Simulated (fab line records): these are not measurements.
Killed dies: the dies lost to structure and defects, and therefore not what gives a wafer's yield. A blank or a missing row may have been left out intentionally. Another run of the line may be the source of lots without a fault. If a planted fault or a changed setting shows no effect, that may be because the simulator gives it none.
fab line records	flow n5-finfet	part 1 of 2: steps 1 to 4 of 6
record: lots: 19	wafers: 57	last-day: 18
route steps=1938 shown BEOL_M9@1437 BEOL_M10@1492
lots that met no fault: from a run of the same line without faults
start-h: hours from the record's opening day to when the first of the lot's shown wafers began	wait-h: hours from the lot's prior step to this one	" unchanged from the row above	L1.1+2: several wafers, shown together as one row	- value missing, or start not given	* or withheld: withheld	< > ~ a bound
route shown NAME@n: a module of which the file shows steps, and the number in the route of the first	usual: the fault-free wafers' mean and standard deviation	same: alike in all rows	chamber/n: place in a boat	sites: readings site by site	_std_site: their standard deviation	_edge_site: the outer-site mean with the inner-site mean subtracted	radius-mm: how far each site lies from the wafer's centre	mask NAME#n: copy n	behind: tool/chamber where the wafer was last shaped	hold: the reason the lot was held/the length of the hold in hours/how it ended	device: the transistor (n, p or np) that didn't switch	end of line: at the end of the route, the tests of the same wafers	a step without rows: its recipe alone	killed: count of dies lost to structure and defects at first sort (not the wafer's yield)	map: dies across one wafer; x = killed, . = not, _ = none there
set.NAME: the setting as run; set.NAME@STEP: as run at that earlier step	model.NAME: the simulator's own value behind a step, which no gauge read
route steps across a sampled set of lots; one table per step, one row per wafer
services: when a tool's chamber went out of use (start-h, in hours from the record's first day, below 0 if earlier), for how many hours, and the reason
== steps ==
step: N5_BEOL_M9_DESCUM_33
recipe: chemistry: O2	time-s: 7	source-power-w: 50	bias-power-w: 20	pressure-mtorr: 20	rf-frequency-hz: 2.712e+07	temp-c: 40	resist: CAR-EUV	o2-flow-sccm: 225
usual: drypump-motor-current-A: 5.6/0.44	oes-product-au: 0.81/0.072	rf-vpp-V: 242.8/1.2	showerhead-plenum-p-Torr: 2.07/0.057	throttle-valve-pct: 20.34/0.23
lot.wafer	tool	chamber	start-h	wait-h	drypump-motor-current-A	oes-product-au	rf-hours-counter-h	rf-vpp-V	showerhead-plenum-p-Torr	throttle-valve-pct
L074.1	rie-diel-05	2	220.44	0.5	5.0	0.85	77	243.1	2.02	20.39
L074.4	"	2	"	"	5.0	0.84	-	240.2	2.02	20.38
L074.6	"	3	"	"	5.8	0.71	-	244.3	2.18	20.87
L075.2	rie-diel-05	2	227.22	0.0	5.0	0.84	79	242.2	2.02	20.38
L075.3	"	3	"	"	5.8	0.71	209	244.3	2.18	20.85
L075.6	"	2	"	"	5.0	0.83	-	241.3	2.02	20.39
L076.1	rie-diel-01	1	253.30	0.0	5.4	0.84	55	243.6	2.05	20.06
L076.3	"	2	"	"	5.2	0.87	43	243.0	2.06	20.29
L076.6	"	3	"	"	6.0	0.83	-	244.1	2.12	20.34
L078.2	rie-diel-05	3	253.46	0.0	5.8	0.71	218	244.4	2.17	20.87
L078.3	"	1	"	"	5.9	1.02	3	243.8	2.14	19.95
L078.5	"	2	"	"	5.0	0.83	-	242.0	2.02	20.41
L081.1	rie-diel-01	2	257.34	0.0	5.3	0.88	44	242.3	2.05	20.30
L081.2	"	1	"	"	5.4	0.84	56	243.0	2.05	20.06
L081.4	"	0	"	"	5.5	0.86	49	241.4	2.03	20.13
L079.1	rie-diel-01	2	260.75	0.0	5.3	0.88	45	242.4	2.05	20.32
L079.5	"	2	"	"	5.3	0.87	-	242.6	2.05	20.30
L079.6	"	3	"	"	6.0	0.83	-	245.7	2.11	20.36
L080.1	rie-diel-01	2	262.97	0.0	5.3	0.88	46	242.7	2.05	20.32
L080.3	"	0	"	"	5.5	0.86	51	242.1	2.03	20.16
L080.5	"	1	"	"	5.4	0.84	-	241.3	2.05	20.07
L082.2	rie-diel-03	3	266.91	0.2	6.5	0.85	57	243.6	2.22	20.36
L082.3	"	1	"	"	6.6	0.73	184	244.0	2.05	20.36
L082.4	"	2	"	"	5.8	0.76	137	243.1	2.10	20.28
L083.1	rie-diel-01	0	270.76	0.0	5.5	0.87	53	241.6	2.03	20.13
L083.5	"	1	"	"	5.4	0.83	-	242.4	2.05	20.06
L083.6	"	0	"	"	5.5	0.86	-	243.7	2.03	20.13
L085.1	rie-diel-05	1	285.17	0.0	5.9	0.97	11	243.3	2.14	19.97
L085.3	"	0	"	"	5.1	0.70	212	240.6	2.00	20.49
L085.5	"	3	"	"	5.8	0.70	-	244.0	2.17	20.87
L086.1	rie-diel-05	3	296.06	0.0	5.8	0.70	232	245.7	2.17	20.88
L086.3	"	1	"	"	6.0	0.98	16	244.1	2.14	19.97
L086.6	"	1	"	"	6.0	0.97	-	244.7	2.14	19.96
L088.1	rie-diel-01	1	308.42	0.1	5.4	0.82	71	241.8	2.04	20.08
L088.4	"	3	"	"	6.0	0.81	91	242.9	2.11	20.37
L088.5	"	0	"	"	5.5	0.84	-	243.4	2.03	20.17
L089.1	rie-diel-03	0	316.56	0.1	6.0	0.78	103	242.9	2.09	20.46
L089.4	"	2	"	"	5.8	0.75	152	244.2	2.09	20.30
L089.6	"	3	"	"	6.5	0.84	-	244.6	2.21	20.37
L091.2	rie-diel-01	0	316.95	0.4	5.5	0.83	68	242.0	2.02	20.16
L091.3	"	3	"	"	6.0	0.80	94	243.8	2.11	20.38
L091.5	"	0	"	"	5.5	0.84	-	243.1	2.02	20.16
L093.3	rie-diel-05	1	327.65	0.0	5.9	0.94	27	244.5	2.13	19.99
L093.5	"	2	"	"	5.0	0.81	-	241.9	2.01	20.44
L093.6	"	3	"	"	5.8	0.69	-	244.4	2.17	20.91
L092.1	rie-diel-03	2	327.83	0.0	5.8	0.75	156	241.3	2.09	20.30
L092.2	"	1	"	"	6.6	0.72	204	244.1	2.05	20.36
L092.5	"	0	"	"	6.1	0.78	-	243.7	2.09	20.44
L094.2	rie-diel-05	3	337.71	0.1	5.8	0.70	246	244.1	2.16	20.91
L094.3	"	0	"	"	5.1	0.68	232	243.5	2.00	20.52
L094.6	"	0	"	"	5.1	0.68	-	241.5	2.00	20.50
L095.2	rie-diel-01	2	355.89	0.0	5.2	0.83	74	241.9	2.04	20.35
L095.5	"	2	"	"	5.2	0.85	-	241.7	2.04	20.36
L095.6	"	3	"	"	6.1	0.80	-	244.2	2.10	20.41
L097.2	rie-diel-01	2	363.24	0.6	5.2	0.84	76	242.2	2.04	20.35
L097.3	"	0	"	"	5.5	0.84	79	240.5	2.02	20.18
L097.6	"	2	"	"	5.3	0.84	-	242.3	2.04	20.36
step: N5_BEOL_M9_ETCH_66
recipe: chemistry: N2/H2	target: SOC	target-depth-a: 800	overetch-a: 160	mask-material: SiARC	temp-c: 40	time-s: 120	ion-energy-ev: 200	pressure-mtorr: 30	source-w: 840	bias-w: 150	n2-flow-sccm: 200	h2-flow-sccm: 200
usual: drypump-motor-current-A: 5.6/0.44	oes-product-au: 0.62/0.048	rf-vpp-V: 523.2/2.1	showerhead-plenum-p-Torr: 2.51/0.073	throttle-valve-pct: 17.65/0.29
lot.wafer	tool	chamber	start-h	wait-h	drypump-motor-current-A	oes-product-au	rf-hours-counter-h	rf-vpp-V	showerhead-plenum-p-Torr	throttle-valve-pct
L074.1	rie-diel-05	2	220.52	0.0	5.0	0.64	77	521.4	2.45	17.72
L074.4	"	2	"	"	5.1	0.64	-	522.7	2.45	17.71
L074.6	"	3	"	"	5.8	0.55	-	526.1	2.63	18.15
L075.2	rie-diel-05	2	227.30	0.0	5.0	0.64	79	522.0	2.45	17.72
L075.3	"	3	"	"	5.8	0.55	209	527.9	2.63	18.18
L075.6	"	2	"	"	5.0	0.65	-	523.1	2.45	17.73
L076.1	rie-diel-01	1	253.38	0.0	5.4	0.64	55	522.3	2.47	17.27
L076.3	"	2	"	"	5.3	0.66	43	522.5	2.44	17.31
L076.6	"	3	"	"	6.1	0.64	-	524.7	2.57	17.72
L078.2	rie-diel-05	3	253.54	0.0	5.8	0.55	218	525.9	2.63	18.18
L078.3	"	1	"	"	6.0	0.76	3	525.3	2.59	17.20
L078.5	"	2	"	"	5.0	0.63	-	521.4	2.45	17.74
L081.1	rie-diel-01	2	257.42	0.0	5.3	0.66	44	521.3	2.44	17.29
L081.2	"	1	"	"	5.4	0.64	56	521.5	2.47	17.27
L081.4	"	0	"	"	5.5	0.65	49	522.7	2.46	17.55
L079.1	rie-diel-01	2	260.83	0.0	5.3	0.67	45	523.5	2.44	17.30
L079.5	"	2	"	"	5.3	0.66	-	522.4	2.44	17.30
L079.6	"	3	"	"	6.1	0.63	-	524.4	2.57	17.70
L080.1	rie-diel-01	2	263.05	0.0	5.2	0.66	46	523.1	2.44	17.31
L080.3	"	0	"	"	5.5	0.64	51	522.9	2.46	17.57
L080.5	"	1	"	"	5.4	0.63	-	522.5	2.47	17.29
L082.2	rie-diel-03	3	266.99	0.0	6.6	0.65	57	527.3	2.69	17.65
L082.3	"	1	"	"	6.6	0.58	184	523.3	2.51	17.79
L082.4	"	2	"	"	5.8	0.58	137	522.9	2.56	17.67
L083.1	rie-diel-01	0	270.84	0.0	5.5	0.64	53	520.8	2.46	17.58
L083.5	"	1	"	"	5.4	0.63	-	522.4	2.47	17.30
L083.6	"	0	"	"	5.5	0.64	-	522.7	2.46	17.59
L085.1	rie-diel-05	1	285.25	0.0	5.9	0.73	11	525.0	2.59	17.22
L085.3	"	0	"	"	5.1	0.54	212	519.8	2.43	17.92
L085.5	"	3	"	"	5.8	0.53	-	526.7	2.62	18.20
L086.1	rie-diel-05	3	296.14	0.0	5.8	0.54	232	525.0	2.62	18.19
L086.3	"	1	"	"	6.0	0.73	16	526.5	2.58	17.23
L086.6	"	1	"	"	6.0	0.72	-	526.0	2.58	17.22
L088.1	rie-diel-01	1	308.50	0.0	5.4	0.62	71	521.3	2.47	17.29
L088.4	"	3	"	"	6.0	0.62	91	525.4	2.56	17.73
L088.5	"	0	"	"	5.5	0.63	-	522.2	2.45	17.60
L089.1	rie-diel-03	0	316.64	0.0	6.0	0.60	103	525.9	2.56	18.09
L089.4	"	2	"	"	5.8	0.57	152	523.9	2.55	17.70
L089.6	"	3	"	"	6.5	0.64	-	528.5	2.68	17.66
L091.2	rie-diel-01	0	317.03	0.0	5.5	0.63	68	522.0	2.45	17.59
L091.3	"	3	"	"	6.1	0.63	94	524.2	2.56	17.76
L091.5	"	0	"	"	5.5	0.63	-	520.9	2.45	17.61
L093.3	rie-diel-05	1	327.73	0.0	6.0	0.71	27	524.6	2.58	17.23
L093.5	"	2	"	"	5.0	0.61	-	520.8	2.44	17.79
L093.6	"	3	"	"	5.8	0.53	-	526.9	2.61	18.23
L092.1	rie-diel-03	2	327.91	0.0	5.8	0.57	156	525.4	2.55	17.70
L092.2	"	1	"	"	6.6	0.56	204	522.1	2.50	17.82
L092.5	"	0	"	"	6.0	0.60	-	522.7	2.56	18.09
L094.2	rie-diel-05	3	337.79	0.0	5.8	0.53	246	525.1	2.61	18.22
L094.3	"	0	"	"	5.1	0.53	232	519.0	2.42	17.95
L094.6	"	0	"	"	5.1	0.53	-	520.6	2.42	17.94
L095.2	rie-diel-01	2	355.97	0.0	5.3	0.64	74	522.1	2.43	17.35
L095.5	"	2	"	"	5.3	0.64	-	521.9	2.43	17.36
L095.6	"	3	"	"	6.0	0.61	-	524.1	2.55	17.76
L097.2	rie-diel-01	2	363.32	0.0	5.2	0.63	76	520.7	2.43	17.37
L097.3	"	0	"	"	5.5	0.62	79	520.6	2.45	17.63
L097.6	"	2	"	"	5.3	0.63	-	522.8	2.43	17.37
step: N5_BEOL_M9_ETCH_41
recipe: chemistry: CH3F/O2	target: SiCN	target-depth-a: 366	taper-deg: 2	time-s: 70.1	ion-energy-ev: 120	mask-material: TiN	pressure-mtorr: 30	source-w: 395	bias-w: 75	Ar_flow_sccm: 150	CH3F_flow_sccm: 30	O2_flow_sccm: 20
usual: drypump-motor-current-A: 5.6/0.44	oes-product-au: 0.80/0.071	rf-vpp-V: 296.9/1.4	showerhead-plenum-p-Torr: 1.98/0.061	throttle-valve-pct: 16.24/0.22
lot.wafer	tool	chamber	start-h	wait-h	drypump-motor-current-A	oes-product-au	rf-hours-counter-h	rf-vpp-V	showerhead-plenum-p-Torr	throttle-valve-pct
L074.1	rie-diel-05	2	-	-	5.0	0.84	77	297.3	1.92	16.19
L074.4	"	2	"	"	5.0	0.84	-	296.1	1.92	16.21
L074.6	"	3	"	"	5.8	0.70	-	299.0	2.08	16.74
L075.2	rie-diel-05	2	-	-	5.0	0.84	80	296.4	1.92	16.20
L075.3	"	3	"	"	5.8	0.70	209	299.3	2.08	16.74
L075.6	"	2	"	"	5.1	0.84	-	296.2	1.92	16.20
L076.1	rie-diel-01	1	-	-	5.4	0.83	55	296.4	1.97	16.01
L076.3	"	2	"	"	5.2	0.88	43	296.5	1.95	16.04
L076.6	"	3	"	"	6.1	0.83	-	296.9	2.05	16.38
L078.2	rie-diel-05	3	-	-	5.8	0.70	218	299.9	2.08	16.75
L078.3	"	1	"	"	5.9	0.99	3	298.0	2.05	15.85
L078.5	"	2	"	"	5.1	0.84	-	296.4	1.92	16.22
L081.1	rie-diel-01	2	-	-	5.3	0.87	44	297.4	1.95	16.03
L081.2	"	1	"	"	5.4	0.83	56	294.8	1.97	16.02
L081.4	"	0	"	"	5.5	0.87	49	296.5	1.96	16.14
L079.1	rie-diel-01	2	-	-	5.3	0.87	45	297.4	1.95	16.03
L079.5	"	2	"	"	5.3	0.87	-	296.1	1.95	16.04
L079.6	"	3	"	"	6.0	0.83	-	297.4	2.05	16.41
L080.1	rie-diel-01	2	-	-	5.3	0.87	46	296.9	1.95	16.05
L080.3	"	0	"	"	5.5	0.87	51	295.7	1.96	16.14
L080.5	"	1	"	"	5.4	0.82	-	297.1	1.97	16.01
L082.2	rie-diel-03	3	-	-	6.5	0.84	57	300.0	2.13	16.20
L082.3	"	1	"	"	6.6	0.74	184	296.9	1.96	16.33
L082.4	"	2	"	"	5.8	0.75	137	297.2	2.01	16.30
L083.1	rie-diel-01	0	-	-	5.5	0.87	53	296.8	1.96	16.17
L083.5	"	1	"	"	5.4	0.83	-	297.3	1.96	16.03
L083.6	"	0	"	"	5.5	0.88	-	297.4	1.96	16.14
L085.1	rie-diel-05	1	-	-	5.9	0.94	11	297.7	2.05	15.85
L085.3	"	0	"	"	5.1	0.68	213	295.4	1.90	16.30
L085.5	"	3	"	"	5.8	0.69	-	297.7	2.07	16.77
L086.1	rie-diel-05	3	-	-	5.8	0.68	232	297.4	2.07	16.78
L086.3	"	1	"	"	5.9	0.95	16	298.4	2.05	15.87
L086.6	"	1	"	"	5.9	0.94	-	298.5	2.05	15.86
L088.1	rie-diel-01	1	-	-	5.4	0.80	71	296.3	1.96	16.06
L088.4	"	3	"	"	6.1	0.81	91	298.1	2.05	16.42
L088.5	"	0	"	"	5.5	0.85	-	296.7	1.96	16.17
L089.1	rie-diel-03	0	-	-	6.0	0.79	103	297.0	2.00	16.29
L089.4	"	2	"	"	5.8	0.74	152	297.7	2.01	16.33
L089.6	"	3	"	"	6.5	0.83	-	298.2	2.13	16.23
L091.2	rie-diel-01	0	-	-	5.5	0.86	68	297.5	1.95	16.20
L091.3	"	3	"	"	6.0	0.80	94	298.5	2.05	16.43
L091.5	"	0	"	"	5.5	0.86	-	294.6	1.95	16.18
L093.3	rie-diel-05	1	-	-	5.9	0.91	27	297.8	2.04	15.88
L093.5	"	2	"	"	5.0	0.80	-	295.8	1.91	16.28
L093.6	"	3	"	"	5.8	0.68	-	298.2	2.07	16.80
L092.1	rie-diel-03	2	-	-	5.8	0.73	156	296.2	2.01	16.35
L092.2	"	1	"	"	6.6	0.72	204	295.7	1.96	16.35
L092.5	"	0	"	"	6.0	0.79	-	298.0	1.99	16.30
L094.2	rie-diel-05	3	-	-	5.8	0.68	247	298.4	2.07	16.79
L094.3	"	0	"	"	5.1	0.68	232	295.6	1.89	16.32
L094.6	"	0	"	"	5.1	0.67	-	295.7	1.89	16.34
L095.2	rie-diel-01	2	-	-	5.3	0.83	74	297.3	1.94	16.09
L095.5	"	2	"	"	5.3	0.83	-	294.9	1.94	16.09
L095.6	"	3	"	"	6.0	0.79	-	298.3	2.04	16.45
L097.2	rie-diel-01	2	-	-	5.3	0.83	76	296.4	1.94	16.09
L097.3	"	0	"	"	5.5	0.83	79	295.4	1.95	16.18
L097.6	"	2	"	"	5.3	0.82	-	295.4	1.94	16.09
step: N5_BEOL_M10_STRIP_19
recipe: chemistry: O2	power-w: 400	temp-c: 40	pressure-mtorr: 30	rf-frequency-hz: 6e+07	bias-power-w: 0	overash-fraction: 0.2	o2-flow-sccm: 225
usual: drypump-motor-current-A: 6.0/0.46	oes-product-au: 0.82/0.094	rf-vpp-V: 3.6/0.63	showerhead-plenum-p-Torr: 2.10/0.071	throttle-valve-pct: 16.58/0.19
lot.wafer	tool	chamber	start-h	wait-h	drypump-motor-current-A	oes-product-au	rf-hours-counter-h	rf-vpp-V	showerhead-plenum-p-Torr	throttle-valve-pct
L074.1	rie-diel-06	2	228.47	0.1	4.9	0.70	231	3.0	2.09	16.82
L074.4	"	1	"	"	5.7	0.79	108	3.7	2.04	16.57
L074.6	"	2	"	"	4.9	0.70	-	4.7	2.08	16.80
L075.2	rie-diel-06	0	235.01	0.1	6.4	0.73	155	3.4	2.09	16.49
L075.3	"	2	"	"	4.9	0.69	234	3.9	2.08	16.80
L075.6	"	3	"	"	6.4	0.76	-	3.8	2.19	16.68
L076.1	rie-diel-02	2	259.31	0.1	5.8	0.96	10	3.3	2.05	16.32
L076.3	"	3	"	"	6.8	0.97	1	4.1	2.04	16.58
L076.6	"	3	"	"	6.8	0.97	-	2.9	2.04	16.61
L078.2	rie-diel-02	3	259.66	0.1	6.8	0.99	1	3.4	2.04	16.60
L078.3	"	2	"	"	5.9	0.98	10	3.4	2.05	16.33
L078.5	"	1	"	"	6.3	0.82	-	3.5	2.12	16.66
L081.1	rie-diel-02	1	264.34	0.1	6.3	0.81	88	3.9	2.12	16.68
L081.2	"	0	"	"	5.8	0.69	214	3.6	2.01	16.74
L081.4	"	2	"	"	5.9	0.95	12	3.1	2.05	16.30
L079.1	rie-diel-04	1	268.34	0.1	5.8	0.89	26	4.3	2.13	16.44
L079.5	"	2	"	"	6.0	0.80	-	3.4	2.18	16.61
L079.6	"	3	"	"	5.8	0.93	-	3.4	2.24	16.10
L080.1	rie-diel-02	1	269.85	0.1	6.3	0.80	89	2.8	2.12	16.66
L080.3	"	2	"	"	5.9	0.94	14	2.5	2.05	16.34
L080.5	"	0	"	"	5.8	0.69	-	2.1	2.01	16.75
L082.2	rie-diel-02	2	272.91	0.1	5.9	0.95	15	3.2	2.05	16.31
L082.3	"	3	"	"	6.8	0.95	6	4.8	2.04	16.62
L082.4	"	1	"	"	6.4	0.81	90	2.4	2.12	16.69
L083.1	rie-diel-02	1	276.63	0.1	6.3	0.80	92	3.6	2.12	16.68
L083.5	"	2	"	"	5.8	0.95	-	2.6	2.05	16.35
L083.6	"	1	"	"	6.3	0.79	-	2.8	2.12	16.70
L085.1	rie-diel-04	0	291.70	0.1	5.9	0.81	78	3.6	2.20	16.77
L085.3	"	2	"	"	6.0	0.78	119	3.6	2.18	16.63
L085.5	"	0	"	"	5.9	0.82	-	3.2	2.20	16.78
L086.1	rie-diel-04	3	301.89	0.2	5.8	0.90	32	3.7	2.24	16.14
L086.3	"	1	"	"	5.9	0.87	37	3.4	2.13	16.43
L086.6	"	0	"	"	5.9	0.83	-	3.7	2.20	16.78
L088.1	rie-diel-04	3	314.20	0.2	5.8	0.89	37	3.3	2.23	16.13
L088.4	"	1	"	"	5.8	0.87	42	4.9	2.12	16.44
L088.5	"	0	"	"	5.9	0.81	-	3.0	2.20	16.80
L089.1	rie-diel-02	2	321.94	0.1	5.8	0.92	33	4.5	2.04	16.36
L089.4	"	0	"	"	5.8	0.68	235	2.8	2.00	16.78
L089.6	"	0	"	"	5.8	0.68	-	3.3	2.00	16.77
L091.2	rie-diel-06	2	326.77	0.3	4.9	0.95	12	4.2	2.07	16.41
L091.3	"	1	"	"	5.8	0.76	148	3.4	2.02	16.64
L091.5	"	3	"	"	6.4	0.73	-	3.6	2.18	16.74
L093.3	rie-diel-04	3	336.01	0.1	5.8	0.89	44	3.4	2.23	16.14
L093.5	"	2	"	"	6.0	0.77	-	4.8	2.17	16.65
L093.6	"	1	"	"	5.8	0.86	-	3.5	2.12	16.45
L092.1	rie-diel-04	3	336.05	0.1	5.8	0.89	44	3.3	2.23	16.15
L092.2	"	1	"	"	5.8	0.85	50	4.5	2.12	16.45
L092.5	"	0	"	"	5.9	0.80	-	2.8	2.19	16.84
L094.2	rie-diel-06	2	345.89	0.1	4.9	0.95	16	3.1	2.07	16.43
L094.3	"	0	"	"	6.4	0.70	198	3.2	2.07	16.57
L094.6	"	2	"	"	4.9	0.95	-	3.3	2.07	16.43
L095.2	rie-diel-06	3	363.62	0.1	6.4	0.73	200	3.4	2.18	16.74
L095.5	"	2	"	"	4.9	0.92	-	3.5	2.07	16.44
L095.6	"	1	"	"	5.8	0.75	-	4.0	2.02	16.66
L097.2	rie-diel-02	1	369.41	0.1	6.3	0.76	126	3.9	2.11	16.74
L097.3	"	2	"	"	5.8	0.89	50	4.5	2.04	16.39
L097.6	"	3	"	"	6.8	0.87	-	4.3	2.03	16.67
